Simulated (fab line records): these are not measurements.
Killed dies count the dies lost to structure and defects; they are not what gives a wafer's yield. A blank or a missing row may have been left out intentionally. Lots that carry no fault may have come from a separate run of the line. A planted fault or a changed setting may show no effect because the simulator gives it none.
fab line records	flow n5-finfet
[record] lots = 24	wafers = 72	last-day = 18
route steps=1938 shown BEOL_M15@1804 MIM_BOT@1833 MIM_BOT_ETCH@1867
lots untouched by any fault: they come from a run of this same line in which no faults occurred
start-h: start of the lot's first displayed wafer, in hours after the record's first day	wait-h: how many hours have passed since the lot's step before this one	" repeats the value in the row above	L1.1+2: a single row standing in for several wafers	- no value, or no start given	* or withheld: withheld	< > ~ a bound
route shown NAME@n: NAME is a module with steps in the file, n the number in the route of the first one	usual: mean and standard deviation over wafers with no fault	same: alike in all rows	chamber/n: place in a boat	sites: each site's reading	_std_site: standard deviation across them	_edge_site: the outer-site mean with the inner-site mean subtracted	radius-mm: for every site, how far away it sits from the centre of the wafer	mask NAME#n: copy n	behind: the last tool/chamber to shape the wafer	hold: what put the lot on hold/how long, in hours/how the hold closed	device: whichever transistor did not switch (one of n, p or np)	end of line: the route-end tests of the same wafers	for a step that has no rows: nothing shown but its recipe	killed: not the wafer's yield, but the dies lost to structure and defects at the first sort	map: a wafer's dies, marking killed ones x, the rest . and places with no die _
set.NAME: setting as actually run; set.NAME@STEP: the setting as run at that earlier step	model.NAME: the simulator's own value behind a step, which no gauge read
one table for each step of the route and one row for each wafer, over a sample of lots
services: the hour from which a tool's chamber was out of use, counted from the record's first day as start-h (under 0 if before that day), plus the number of hours and why
[[steps]]
[step N5_BEOL_M15_CD_MEAS_28]
[recipe] target-cd-nm = 407.6	landing-energy-ev = 500	detector = se-inlens
[usual] cd-nm = 407.2/1.8
lot.wafer	tool	chamber	start-h	wait-h	cd-nm
L074.3	cd-sem-01	0	251.15	-	409.9
L074.4	"	0	"	"	410.4
L074.5	"	0	"	"	410.2
L075.1	cd-sem-02	0	271.97	-	408.0
L075.2	"	0	"	"	407.0
L075.5	"	0	"	"	407.4
L076.2	cd-sem-03	0	276.00	-	406.6
L076.3	"	0	"	"	407.2
L076.4	"	0	"	"	407.1
L077.1	cd-sem-02	0	283.82	-	408.6
L077.3	"	0	"	"	408.5
L077.4	"	0	"	"	408.0
L078.1	cd-sem-01	0	296.11	-	406.0
L078.2	"	0	"	"	405.9
L078.5	"	0	"	"	405.9
L079.2	cd-sem-02	0	296.59	-	406.8
L079.4	"	0	"	"	406.5
L079.6	"	0	"	"	407.9
L081.1	cd-sem-03	0	313.34	-	407.4
L081.3	"	0	"	"	407.3
L081.6	"	0	"	"	407.7
L080.1	cd-sem-03	0	314.24	-	409.1
L080.2	"	0	"	"	408.1
L080.4	"	0	"	"	408.4
L083.1	cd-sem-01	0	316.28	-	408.0
L083.3	"	0	"	"	407.4
L083.4	"	0	"	"	408.4
L084.1	cd-sem-02	0	316.72	-	410.1
L084.3	"	0	"	"	408.7
L084.6	"	0	"	"	407.9
L082.1	cd-sem-03	0	324.90	-	405.7
L082.3	"	0	"	"	405.6
L082.5	"	0	"	"	405.9
L086.4	cd-sem-01	0	335.60	-	407.0
L086.5	"	0	"	"	407.8
L086.6	"	0	"	"	407.3
L085.3	cd-sem-03	0	338.18	-	406.9
L085.4	"	0	"	"	408.0
L085.5	"	0	"	"	407.2
L088.2	cd-sem-02	0	352.02	-	407.6
L088.4	"	0	"	"	407.8
L088.5	"	0	"	"	406.6
L087.1	cd-sem-01	0	356.81	-	408.8
L087.2	"	0	"	"	409.2
L087.5	"	0	"	"	410.3
L089.1	cd-sem-03	0	362.22	-	409.1
L089.5	"	0	"	"	407.9
L089.6	"	0	"	"	408.4
L090.1	cd-sem-01	0	367.88	-	407.9
L090.2	"	0	"	"	407.9
L090.5	"	0	"	"	407.5
L091.2	cd-sem-02	0	368.49	-	403.6
L091.3	"	0	"	"	405.5
L091.6	"	0	"	"	403.4
L092.1	cd-sem-03	0	386.46	-	405.9
L092.3	"	0	"	"	406.2
L092.4	"	0	"	"	404.8
L093.3	cd-sem-01	0	393.10	-	410.0
L093.5	"	0	"	"	410.3
L093.6	"	0	"	"	409.7
L095.2	cd-sem-02	0	398.83	-	402.2
L095.3	"	0	"	"	403.1
L095.5	"	0	"	"	402.7
L094.1	cd-sem-03	0	399.20	-	406.1
L094.2	"	0	"	"	405.6
L094.6	"	0	"	"	408.7
L096.1	cd-sem-01	0	410.28	-	404.0
L096.2	"	0	"	"	406.6
L096.4	"	0	"	"	407.1
L097.1	cd-sem-02	0	423.69	-	407.3
L097.4	"	0	"	"	405.4
L097.6	"	0	"	"	407.8
[step N5_BEOL_M15_DESCUM_33]
[recipe] chemistry = O2	time-s = 7.9	source-power-w = 50	bias-power-w = 20	pressure-mtorr = 20	rf-frequency-hz = 2.712e+07	temp-c = 40	o2-flow-sccm = 225
[usual] drypump-motor-current-A = 5.5/0.34	oes-product-au = 0.80/0.087	rf-vpp-V = 243.5/1.4	showerhead-plenum-p-Torr = 2.11/0.076	throttle-valve-pct = 20.32/0.24
lot.wafer	tool	chamber	start-h	wait-h	drypump-motor-current-A	oes-product-au	rf-hours-counter-h	rf-vpp-V	showerhead-plenum-p-Torr	throttle-valve-pct
L074.3	rie-diel-01	0	251.51	0.3	5.9	0.81	86	243.7	2.12	20.09
L074.4	"	3	"	"	5.3	0.92	15	244.3	2.06	20.13
L074.5	"	1	"	"	5.7	0.71	-	242.4	2.07	20.87
L075.1	rie-diel-04	3	272.16	0.1	5.2	0.90	26	244.6	2.22	19.99
L075.2	"	2	"	"	5.5	0.75	190	244.8	2.17	20.44
L075.5	"	3	"	"	5.2	0.90	-	245.5	2.22	19.98
L076.2	rie-diel-01	2	276.09	0.0	5.4	0.83	68	241.6	2.03	19.96
L076.3	"	1	"	"	5.8	0.69	242	242.8	2.06	20.87
L076.4	"	3	"	"	5.3	0.91	24	242.1	2.05	20.14
L077.1	rie-diel-02	0	283.91	0.0	5.8	0.68	247	242.7	2.14	20.56
L077.3	"	3	"	"	5.9	0.69	245	245.0	2.15	20.58
L077.4	"	2	"	"	6.0	0.72	193	242.0	1.99	20.37
L078.1	rie-diel-01	0	296.29	0.1	5.9	0.79	100	242.1	2.11	20.11
L078.2	"	2	"	"	5.4	0.82	74	242.1	2.03	19.95
L078.5	"	3	"	"	5.3	0.89	-	242.5	2.05	20.15
L079.2	rie-diel-02	0	296.75	0.1	5.8	0.68	250	243.6	2.14	20.57
L079.4	"	3	"	"	5.9	0.68	247	243.7	2.15	20.58
L079.6	"	3	"	"	5.9	0.68	-	244.3	2.15	20.58
L081.1	rie-diel-01	1	313.43	0.0	5.7	0.69	254	242.9	2.06	20.91
L081.3	"	2	"	"	5.4	0.82	80	241.6	2.03	19.98
L081.6	"	2	"	"	5.4	0.82	-	241.1	2.03	19.98
L080.1	rie-diel-02	3	314.33	0.0	5.9	0.68	254	243.1	2.14	20.59
L080.2	"	1	"	"	5.7	0.88	55	245.2	2.22	20.26
L080.4	"	2	"	"	6.0	0.70	-	242.1	1.98	20.38
L083.1	rie-diel-04	0	316.37	0.0	5.0	0.70	234	245.9	2.15	20.50
L083.3	"	3	"	"	5.2	0.88	40	245.8	2.22	20.00
L083.4	"	1	"	"	5.2	0.82	97	241.6	2.02	20.56
L084.1	rie-diel-02	0	316.81	0.0	5.8	1.00	0	244.3	2.14	20.17
L084.3	"	2	"	"	6.0	0.70	204	241.2	1.98	20.39
L084.6	"	2	"	"	6.0	0.70	-	241.5	1.98	20.39
L082.1	rie-diel-04	3	324.99	0.0	5.2	0.87	42	245.9	2.22	19.99
L082.3	"	2	"	"	5.5	0.73	206	244.5	2.16	20.46
L082.5	"	0	"	"	4.9	0.69	-	245.3	2.15	20.51
L086.4	rie-diel-01	3	335.70	0.0	5.3	0.86	-	242.5	2.05	20.18
L086.5	"	0	"	"	5.9	0.78	-	244.1	2.11	20.13
L086.6	"	2	"	"	5.4	0.80	-	244.3	2.02	19.98
L085.3	rie-diel-04	2	338.30	0.1	5.5	0.72	209	243.5	2.16	20.47
L085.4	"	1	"	"	5.2	0.80	103	242.9	2.02	20.57
L085.5	"	1	"	"	5.2	0.81	-	241.4	2.02	20.57
L088.2	rie-diel-04	3	352.11	0.0	5.2	0.87	50	246.0	2.21	20.01
L088.4	"	1	"	"	5.2	0.80	107	241.9	2.02	20.58
L088.5	"	3	"	"	5.2	0.86	-	243.9	2.22	20.03
L087.1	rie-diel-01	2	356.91	0.0	5.4	0.79	95	241.5	2.02	19.98
L087.2	"	1	"	"	5.8	0.95	3	241.0	2.06	20.47
L087.5	"	2	"	"	5.4	0.80	-	243.7	2.02	19.98
L089.1	rie-diel-04	1	362.31	0.0	5.2	0.80	111	242.7	2.02	20.58
L089.5	"	0	"	"	4.9	0.69	-	242.5	2.15	20.52
L089.6	"	1	"	"	5.2	0.80	-	240.8	2.02	20.57
L090.1	rie-diel-04	3	368.06	0.1	5.2	0.86	55	245.1	2.21	20.03
L090.2	"	0	"	"	4.9	0.69	249	244.5	2.15	20.52
L090.5	"	0	"	"	4.9	0.68	-	242.8	2.15	20.53
L091.2	rie-diel-02	0	368.72	0.2	5.8	0.92	18	244.5	2.13	20.18
L091.3	"	3	"	"	5.9	0.95	5	243.3	2.14	20.18
L091.6	"	1	"	"	5.7	0.85	-	244.8	2.21	20.28
L092.1	rie-diel-02	1	386.63	0.1	5.7	0.84	80	246.4	2.21	20.29
L092.3	"	3	"	"	5.9	0.93	11	245.1	2.14	20.19
L092.4	"	1	"	"	5.7	0.85	-	244.1	2.21	20.30
L093.3	rie-diel-04	2	393.18	0.0	5.4	0.71	227	244.4	2.16	20.50
L093.5	"	2	"	"	5.5	0.72	-	245.8	2.16	20.50
L093.6	"	1	"	"	5.2	0.79	-	242.2	2.01	20.59
L095.2	rie-diel-01	3	398.92	0.0	5.3	0.84	64	241.9	2.04	20.21
L095.3	"	0	"	"	5.9	0.76	133	243.6	2.10	20.16
L095.5	"	2	"	"	5.3	0.80	-	243.0	2.02	20.01
L094.1	rie-diel-02	1	399.29	0.0	5.7	0.84	86	244.3	2.20	20.31
L094.2	"	0	"	"	5.8	0.90	29	243.0	2.13	20.21
L094.6	"	3	"	"	5.9	0.92	-	243.7	2.14	20.17
L096.1	rie-diel-04	0	410.51	0.2	5.0	0.95	7	242.9	2.15	20.16
L096.2	"	3	"	"	5.2	0.84	68	244.6	2.21	20.03
L096.4	"	0	"	"	4.9	0.95	-	244.7	2.15	20.16
L097.1	rie-diel-04	2	423.79	0.0	5.5	0.71	235	244.1	2.15	20.51
L097.4	"	3	"	"	5.2	0.83	73	244.8	2.21	20.05
L097.6	"	0	"	"	5.0	0.93	-	243.7	2.14	20.17
[step N5_BEOL_M15_THK_MEAS_50]
[recipe] thk-meas-gauge = xrf	reads = Cu_of_BEOL_M15_ECD_47
[usual] M15_THK = 856/16
lot.wafer	tool	chamber	start-h	wait-h	M15_THK[nm]
L074.3	film-metro-02	-	254.32	-	854
L074.4	"	-	"	"	864
L074.5	"	-	"	"	848
L075.1	film-metro-02	-	275.31	-	862
L075.2	"	-	"	"	839
L075.5	"	-	"	"	861
L076.2	film-metro-01	-	280.60	-	868
L076.3	"	-	"	"	839
L076.4	"	-	"	"	858
L077.1	film-metro-01	-	287.61	-	854
L077.3	"	-	"	"	852
L077.4	"	-	"	"	866
L078.1	film-metro-02	-	301.70	-	872
L078.2	"	-	"	"	884
L078.5	"	-	"	"	881
L079.2	film-metro-02	-	302.12	-	832
L079.4	"	-	"	"	838
L079.6	"	-	"	"	838
L081.1	film-metro-01	-	316.99	-	845
L081.3	"	-	"	"	873
L081.6	"	-	"	"	877
L080.1	film-metro-02	-	317.02	-	830
L080.2	"	-	"	"	864
L080.4	"	-	"	"	847
L083.1	film-metro-02	-	320.01	-	830
L083.3	"	-	"	"	869
L083.4	"	-	"	"	865
L084.1	film-metro-02	-	323.13	-	864
L084.3	"	-	"	"	851
L084.6	"	-	"	"	856
L082.1	film-metro-02	-	328.19	-	863
L082.3	"	-	"	"	840
L082.5	"	-	"	"	816
L086.4	film-metro-01	-	339.72	-	859
L086.5	"	-	"	"	855
L086.6	"	-	"	"	877
L085.3	film-metro-02	-	340.80	-	841
L085.4	"	-	"	"	857
L085.5	"	-	"	"	858
L088.2	film-metro-01	-	356.76	-	855
L088.4	"	-	"	"	860
L088.5	"	-	"	"	859
L087.1	film-metro-01	-	360.65	-	864
L087.2	"	-	"	"	874
L087.5	"	-	"	"	877
L089.1	film-metro-02	-	365.40	-	856
L089.5	"	-	"	"	819
L089.6	"	-	"	"	853
L090.1	film-metro-02	-	370.72	-	874
L090.2	"	-	"	"	833
L090.5	"	-	"	"	833
L091.2	film-metro-01	-	371.05	-	884
L091.3	"	-	"	"	862
L091.6	"	-	"	"	871
L092.1	film-metro-01	-	395.07	-	856
L092.3	"	-	"	"	847
L092.4	"	-	"	"	858
L093.3	film-metro-02	-	395.93	-	848
L093.5	"	-	"	"	851
L093.6	"	-	"	"	869
L095.2	film-metro-01	-	401.64	-	867
L095.3	"	-	"	"	843
L095.5	"	-	"	"	868
L094.1	film-metro-02	-	401.89	-	859
L094.2	"	-	"	"	869
L094.6	"	-	"	"	854
L096.1	film-metro-01	-	412.71	-	855
L096.2	"	-	"	"	857
L096.4	"	-	"	"	857
L097.1	film-metro-02	-	428.84	-	834
L097.4	"	-	"	"	858
L097.6	"	-	"	"	863
[step N5_MIM_BOT_SPUTTER_00]
[recipe] material = TiN	target-thk-a = 350	temp-c = 200	power-w = 3000	chamber-pressure-pa = 0.49996	gas = Ar	reactive-partial-pa = 0.37997	time-s = 89.7
[usual] chamber-pressure-pa = 0.4999/0.0011	throttle-valve-pct = 29.9/1.4
lot.wafer	tool	chamber	start-h	wait-h	chamber-pressure-pa	throttle-valve-pct
L074.3	pvd-sputter-02	-	256.75	0.0	0.4986	30.6
L074.4	"	-	"	"	0.4993	32.2
L074.5	"	-	"	"	0.5004	30.2
L075.1	pvd-sputter-03	-	279.14	0.0	0.4994	28.9
L075.2	"	-	"	"	0.4990	29.4
L075.5	"	-	"	"	0.4995	29.0
L076.2	pvd-sputter-02	-	282.26	0.0	0.4985	30.5
L076.3	"	-	"	"	0.5006	30.1
L076.4	"	-	"	"	0.4970	29.8
L077.1	pvd-sputter-01	-	291.49	0.0	0.4988	29.2
L077.3	"	-	"	"	0.5002	27.5
L077.4	"	-	"	"	0.5003	31.5
L078.1	pvd-sputter-01	-	303.73	0.0	0.4989	28.3
L078.2	"	-	"	"	0.4992	29.1
L078.5	"	-	"	"	0.4992	28.4
L079.2	pvd-sputter-01	-	303.85	0.0	0.4977	27.4
L079.4	"	-	"	"	0.5004	31.1
L079.6	"	-	"	"	0.4994	28.1
L081.1	pvd-sputter-02	-	319.18	0.0	0.5003	32.2
L081.3	"	-	"	"	0.5000	30.4
L081.6	"	-	"	"	0.5002	32.3
L080.1	pvd-sputter-02	-	319.64	0.0	0.5000	31.9
L080.2	"	-	"	"	0.4992	30.1
L080.4	"	-	"	"	0.5014	30.6
L083.1	pvd-sputter-01	-	321.65	0.0	0.4997	28.3
L083.3	"	-	"	"	0.5003	29.5
L083.4	"	-	"	"	0.4996	31.2
L084.1	pvd-sputter-03	-	326.27	0.0	0.5007	32.0
L084.3	"	-	"	"	0.4992	29.6
L084.6	"	-	"	"	0.4999	29.4
L082.1	pvd-sputter-02	-	330.33	0.0	0.4989	30.0
L082.3	"	-	"	"	0.4996	30.2
L082.5	"	-	"	"	0.4997	30.5
L086.4	pvd-sputter-03	-	342.16	0.0	0.5001	29.1
L086.5	"	-	"	"	0.4993	32.0
L086.6	"	-	"	"	0.4998	28.9
L085.3	pvd-sputter-01	-	342.73	0.0	0.4994	31.3
L085.4	"	-	"	"	0.5002	29.2
L085.5	"	-	"	"	0.4986	31.2
L088.2	pvd-sputter-03	-	358.51	0.0	0.5004	29.1
L088.4	"	-	"	"	0.5001	29.1
L088.5	"	-	"	"	0.5012	29.3
L087.1	pvd-sputter-01	-	363.07	0.0	0.4998	29.1
L087.2	"	-	"	"	0.5009	28.5
L087.5	"	-	"	"	0.5005	28.3
L089.1	pvd-sputter-03	-	367.74	0.0	0.5005	28.9
L089.5	"	-	"	"	0.5011	32.0
L089.6	"	-	"	"	0.4982	29.2
L090.1	pvd-sputter-01	-	373.13	0.0	0.4983	31.2
L090.2	"	-	"	"	0.4998	29.1
L090.5	"	-	"	"	0.5011	28.2
L091.2	pvd-sputter-02	-	373.54	0.0	0.4991	30.2
L091.3	"	-	"	"	0.5010	30.4
L091.6	"	-	"	"	0.5010	32.1
L092.1	pvd-sputter-03	-	396.68	0.0	0.5009	32.0
L092.3	"	-	"	"	0.4999	29.3
L092.4	"	-	"	"	0.5004	29.0
L093.3	pvd-sputter-02	-	399.41	0.0	0.5005	30.2
L093.5	"	-	"	"	0.4998	30.0
L093.6	"	-	"	"	0.5021	30.5
L095.2	pvd-sputter-02	-	405.57	0.0	0.4993	29.8
L095.3	"	-	"	"	0.5015	30.0
L095.5	"	-	"	"	0.5001	30.3
L094.1	pvd-sputter-01	-	405.64	0.0	0.4994	31.2
L094.2	"	-	"	"	0.4997	27.8
L094.6	"	-	"	"	0.5003	28.3
L096.1	pvd-sputter-01	-	414.66	0.0	0.4983	27.7
L096.2	"	-	"	"	0.4998	31.2
L096.4	"	-	"	"	0.5001	28.3
L097.1	pvd-sputter-02	-	431.12	0.0	0.4982	30.3
L097.4	"	-	"	"	0.5019	29.9
L097.6	"	-	"	"	0.4990	30.4
[step N5_MIM_BOT_ETCH_ETCH_03]
[recipe] chemistry = Cl2/BCl3	target-depth-a = 120	pressure-mtorr = 8	icp-w = 800	bias-w = 100	Cl2_flow_sccm = 20	bcl3-flow-sccm = 80
[usual] drypump-motor-current-A = 5.89/0.23	oes-product-au = 0.77/0.062	throttle-valve-pct = 27.47/0.28
lot.wafer	tool	chamber	start-h	wait-h	drypump-motor-current-A	oes-product-au	rf-hours-counter-h	throttle-valve-pct
L074.3	rie-metal-02	1	261.65	0.1	6.11	0.71	-	27.45
L074.4	"	0	"	"	5.73	0.86	-	27.67
L074.5	"	0	"	"	5.73	0.86	-	27.66
L075.1	rie-metal-03	0	282.92	0.1	5.82	0.81	28	27.00
L075.2	"	1	"	"	5.99	0.87	12	27.60
L075.5	"	0	"	"	5.84	0.81	-	27.02
L076.2	rie-metal-02	0	286.98	0.1	5.73	0.84	20	27.68
L076.3	"	0	"	"	5.70	0.84	-	27.66
L076.4	"	1	"	"	6.12	0.71	-	27.45
L077.1	rie-metal-03	0	294.50	0.1	5.83	0.81	30	27.01
L077.3	"	0	"	"	5.82	0.81	-	27.00
L077.4	"	1	"	"	6.02	0.86	-	27.61
L078.1	rie-metal-02	0	305.82	0.1	5.75	0.83	22	27.67
L078.2	"	1	"	"	6.14	0.70	84	27.44
L078.5	"	1	"	"	6.13	0.70	-	27.46
L079.2	rie-metal-01	1	308.31	0.1	6.16	0.74	55	27.84
L079.4	"	0	"	"	5.42	0.69	-	27.39
L079.6	"	0	"	"	5.43	0.69	-	27.38
L081.1	rie-metal-03	0	322.73	0.1	5.82	0.81	31	27.01
L081.3	"	0	"	"	5.82	0.80	-	27.01
L081.6	"	1	"	"	6.01	0.85	-	27.60
L080.1	rie-metal-01	1	322.89	0.1	6.19	0.74	57	27.86
L080.2	"	0	"	"	5.41	0.69	82	27.40
L080.4	"	0	"	"	5.43	0.69	-	27.38
L083.1	rie-metal-03	1	327.50	0.1	6.02	0.85	16	27.61
L083.3	"	1	"	"	6.08	0.85	-	27.60
L083.4	"	0	"	"	5.81	0.81	-	27.01
L084.1	rie-metal-01	0	328.97	0.1	5.44	0.69	83	27.38
L084.3	"	0	"	"	5.45	0.68	-	27.39
L084.6	"	0	"	"	5.43	0.69	-	27.40
L082.1	rie-metal-03	1	333.17	0.1	6.05	0.84	16	27.61
L082.3	"	0	"	"	5.76	0.80	-	27.03
L082.5	"	1	"	"	6.06	0.84	-	27.62
L086.4	rie-metal-03	0	345.34	0.1	5.74	0.80	-	27.01
L086.5	"	0	"	"	5.80	0.81	-	27.01
L086.6	"	1	"	"	6.03	0.84	-	27.62
L085.3	rie-metal-01	0	345.42	0.1	5.44	0.69	-	27.39
L085.4	"	1	"	"	6.14	0.73	-	27.85
L085.5	"	1	"	"	6.15	0.73	-	27.86
L088.2	rie-metal-02	0	360.78	0.1	5.71	0.81	27	27.67
L088.4	"	0	"	"	5.72	0.81	-	27.69
L088.5	"	1	"	"	6.15	0.70	-	27.45
L087.1	rie-metal-02	0	365.50	0.1	5.70	0.81	28	27.67
L087.2	"	1	"	"	6.10	0.69	89	27.45
L087.5	"	1	"	"	6.12	0.69	-	27.45
L089.1	rie-metal-01	0	370.31	0.1	5.42	0.69	87	27.40
L089.5	"	0	"	"	5.44	0.69	-	27.41
L089.6	"	1	"	"	6.15	0.72	-	27.88
L090.1	rie-metal-03	1	375.56	0.1	6.02	0.84	20	27.63
L090.2	"	0	"	"	5.79	0.80	36	27.01
L090.5	"	0	"	"	5.78	0.79	-	27.03
L091.2	rie-metal-03	1	375.85	0.1	6.04	0.83	20	27.61
L091.3	"	0	"	"	5.79	0.79	-	27.02
L091.6	"	0	"	"	5.81	0.78	-	27.02
L092.1	rie-metal-03	0	400.80	0.1	5.78	0.79	38	27.02
L092.3	"	0	"	"	5.79	0.78	-	27.03
L092.4	"	1	"	"	6.01	0.83	-	27.63
L093.3	rie-metal-02	0	401.61	0.1	5.70	0.81	-	27.68
L093.5	"	0	"	"	5.72	0.81	-	27.68
L093.6	"	1	"	"	6.13	0.69	-	27.46
L095.2	rie-metal-02	0	408.40	0.1	5.71	0.80	31	27.69
L095.3	"	0	"	"	5.74	0.80	-	27.67
L095.5	"	0	"	"	5.72	0.80	-	27.68
L094.1	rie-metal-01	1	408.57	0.1	6.17	0.71	65	27.89
L094.2	"	0	"	"	5.45	0.68	90	27.42
L094.6	"	1	"	"	6.13	0.71	-	27.88
L096.1	rie-metal-03	0	416.66	0.1	5.77	0.78	39	27.02
L096.2	"	1	"	"	6.01	0.82	23	27.62
L096.4	"	1	"	"	6.03	0.82	-	27.62
L097.1	rie-metal-03	1	434.57	0.1	6.04	0.81	25	27.63
L097.4	"	1	"	"	6.02	0.81	-	27.61
L097.6	"	0	"	"	5.83	0.77	-	27.04
[step N5_MIM_BOT_ETCH_ETCH_00]
[recipe] chemistry = Cl2/BCl3	target = TiN	target-depth-a = 455	ion-energy-ev = 150	pressure-mtorr = 10	icp-w = 1000	bias-w = 126	Cl2_flow_sccm = 53.25	bcl3-flow-sccm = 21.75	Ar_flow_sccm = 25
[usual] drypump-motor-current-A = 5.88/0.23	oes-product-au = 0.77/0.062	throttle-valve-pct = 21.87/0.23
lot.wafer	tool	chamber	start-h	wait-h	drypump-motor-current-A	oes-product-au	rf-hours-counter-h	throttle-valve-pct
L074.3	rie-metal-02	1	261.75	0.1	6.16	0.71	-	21.79
L074.4	"	0	"	"	5.68	0.85	-	21.99
L074.5	"	0	"	"	5.74	0.85	-	22.00
L075.1	rie-metal-03	0	283.01	0.1	5.81	0.81	28	21.49
L075.2	"	1	"	"	6.04	0.86	12	22.01
L075.5	"	0	"	"	5.83	0.82	-	21.50
L076.2	rie-metal-02	0	287.07	0.1	5.70	0.84	20	21.98
L076.3	"	0	"	"	5.72	0.84	-	22.00
L076.4	"	1	"	"	6.13	0.71	-	21.79
L077.1	rie-metal-03	0	294.62	0.1	5.76	0.81	30	21.50
L077.3	"	0	"	"	5.76	0.81	-	21.50
L077.4	"	1	"	"	6.04	0.85	-	22.01
L078.1	rie-metal-02	0	305.91	0.1	5.73	0.83	22	21.99
L078.2	"	1	"	"	6.11	0.71	84	21.81
L078.5	"	1	"	"	6.12	0.70	-	21.81
L079.2	rie-metal-01	1	308.40	0.1	6.12	0.74	55	22.23
L079.4	"	0	"	"	5.43	0.69	-	21.81
L079.6	"	0	"	"	5.44	0.69	-	21.82
L081.1	rie-metal-03	0	322.82	0.1	5.78	0.80	31	21.49
L081.3	"	0	"	"	5.78	0.81	-	21.50
L081.6	"	1	"	"	6.05	0.85	-	22.00
L080.1	rie-metal-01	1	322.98	0.1	6.13	0.72	57	22.19
L080.2	"	0	"	"	5.45	0.69	82	21.82
L080.4	"	0	"	"	5.46	0.69	-	21.79
L083.1	rie-metal-03	1	327.59	0.1	6.04	0.85	16	22.01
L083.3	"	1	"	"	6.02	0.85	-	22.01
L083.4	"	0	"	"	5.80	0.81	-	21.47
L084.1	rie-metal-01	0	329.06	0.1	5.43	0.69	83	21.81
L084.3	"	0	"	"	5.42	0.69	-	21.80
L084.6	"	0	"	"	5.42	0.69	-	21.82
L082.1	rie-metal-03	1	333.26	0.1	6.05	0.86	16	22.03
L082.3	"	0	"	"	5.81	0.81	-	21.49
L082.5	"	1	"	"	6.05	0.85	-	22.02
L086.4	rie-metal-03	0	345.44	0.1	5.80	0.80	-	21.50
L086.5	"	0	"	"	5.79	0.81	-	21.49
L086.6	"	1	"	"	6.03	0.85	-	22.00
L085.3	rie-metal-01	0	345.52	0.1	5.43	0.69	-	21.81
L085.4	"	1	"	"	6.14	0.73	-	22.21
L085.5	"	1	"	"	6.10	0.72	-	22.22
L088.2	rie-metal-02	0	360.87	0.1	5.73	0.82	27	22.02
L088.4	"	0	"	"	5.70	0.81	-	22.01
L088.5	"	1	"	"	6.13	0.70	-	21.81
L087.1	rie-metal-02	0	365.59	0.1	5.72	0.81	28	22.02
L087.2	"	1	"	"	6.12	0.69	89	21.80
L087.5	"	1	"	"	6.14	0.70	-	21.80
L089.1	rie-metal-01	0	370.40	0.1	5.42	0.68	87	21.82
L089.5	"	0	"	"	5.44	0.68	-	21.82
L089.6	"	1	"	"	6.14	0.73	-	22.21
L090.1	rie-metal-03	1	375.65	0.1	6.02	0.84	20	22.01
L090.2	"	0	"	"	5.79	0.79	36	21.50
L090.5	"	0	"	"	5.81	0.78	-	21.52
L091.2	rie-metal-03	1	375.94	0.1	6.02	0.83	20	22.02
L091.3	"	0	"	"	5.79	0.79	-	21.50
L091.6	"	0	"	"	5.76	0.80	-	21.51
L092.1	rie-metal-03	0	400.89	0.1	5.81	0.78	38	21.52
L092.3	"	0	"	"	5.77	0.79	-	21.52
L092.4	"	1	"	"	6.04	0.82	-	22.04
L093.3	rie-metal-02	0	401.71	0.1	5.73	0.81	-	22.02
L093.5	"	0	"	"	5.70	0.81	-	22.02
L093.6	"	1	"	"	6.14	0.69	-	21.81
L095.2	rie-metal-02	0	408.49	0.1	5.65	0.80	31	22.01
L095.3	"	0	"	"	5.69	0.81	-	22.03
L095.5	"	0	"	"	5.69	0.80	-	22.01
L094.1	rie-metal-01	1	408.66	0.1	6.16	0.72	65	22.24
L094.2	"	0	"	"	5.42	0.67	90	21.83
L094.6	"	1	"	"	6.19	0.72	-	22.23
L096.1	rie-metal-03	0	416.75	0.1	5.81	0.77	39	21.55
L096.2	"	1	"	"	6.06	0.82	23	22.03
L096.4	"	1	"	"	6.05	0.82	-	22.01
L097.1	rie-metal-03	1	434.66	0.1	6.04	0.81	25	22.01
L097.4	"	1	"	"	6.08	0.82	-	22.03
L097.6	"	0	"	"	5.78	0.78	-	21.51
[[services]]
tool	chamber	start-h	hours	kind
pvd-sputter-03	-	229.48	0.6	repair
rie-metal-03	-	232.10	2.8	pm
rie-diel-01	2	258.46	12.2	repair
rie-metal-01	-	286.48	15.6	pm
rie-diel-02	0	296.99	-	clean
rie-diel-02	0	296.99	-	consumable-replace:focus-ring
rie-diel-02	0	296.99	19.5	scheduled-down
rie-diel-02	0	296.99	19.5	vent-cycle
rie-diel-02	3	316.53	-	clean
rie-diel-02	3	316.53	-	consumable-replace:focus-ring
rie-diel-02	3	316.53	36.0	scheduled-down
rie-diel-02	3	316.53	36.0	vent-cycle
rie-diel-01	1	323.28	2.4	repair
rie-diel-01	1	325.83	-	clean
rie-diel-01	1	325.83	-	consumable-replace:focus-ring
rie-diel-01	1	325.83	22.3	scheduled-down
pvd-sputter-01	-	343.75	1.0	repair
rie-metal-02	-	367.95	0.5	repair
rie-diel-04	0	369.95	-	clean
rie-diel-04	0	369.95	-	consumable-replace:focus-ring
rie-metal-02	0	376.67	4.1	repair
rie-diel-02	2	383.27	9.3	repair
rie-diel-02	2	430.04	11.5	repair
rie-metal-01	0	430.50	-	clean
[[key]]
fault none
